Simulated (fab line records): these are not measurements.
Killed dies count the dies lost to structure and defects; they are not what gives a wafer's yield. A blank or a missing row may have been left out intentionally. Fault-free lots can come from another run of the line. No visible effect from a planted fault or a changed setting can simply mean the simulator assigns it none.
Chamber matching	flow nand harc	4 sister chambers for NHARC_A_STAIRCASE_ETCH_253 on rie diel-08
The step etches the open film in C4F8/O2, target depth 50 nm, time 20.2 s. 8 wafers are shown with their chamber, then 7 later ones without.

WAFERS PAIRED WITH THEIR CHAMBERS
wafer	chamber	rf vpp V (V)	bias w (W)
L077.5	0	894	999.2
L081.1	1	905	997.2
L087.6	0	894	995.7
L090.1	3	896	998.8
L090.2	1	904	999.3
L090.6	2	897	996.6
L089.2	3	896	996.7
L089.4	2	898	996.6

WAFERS WITHOUT THEIR CHAMBER
wafer	rf vpp V (V)	bias w (W)
L089.6	895	1000.3
L095.2	895	1000.2
L095.5	896	999.0
L095.6	906	1002.9
L097.3	905	994.9
L097.4	896	997.4
L097.6	904	996.1

THE CHAMBER EACH PASSED THROUGH
wafer	from the rows above	in truth
L089.6	can't be placed: 3 or 0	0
L095.2	can't be placed: 3 or 0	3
L095.5	3	3
L095.6	1	1
L097.3	1	1
L097.4	3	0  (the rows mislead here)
L097.6	1	1
Correct placement for 4 of the 7. Not placeable from these rows: 2 (in 2, the candidates include the true chamber). 1 placed wrongly.
How it was worked out, from the rows above alone: a wafer's distance from a chamber is the root of the sum, over the readings, of the square of ((its reading less the chamber's mean) divided by the reading's scatter). The wafer belongs to the nearest chamber; if the next one is less than 2 further off, it can't be placed. Each chamber's mean is taken over the wafers shown for it. The scatter: take each reading less its chamber's mean, square it, sum over the shown wafers, divide by the number of wafers less the number of chambers, and take the root.
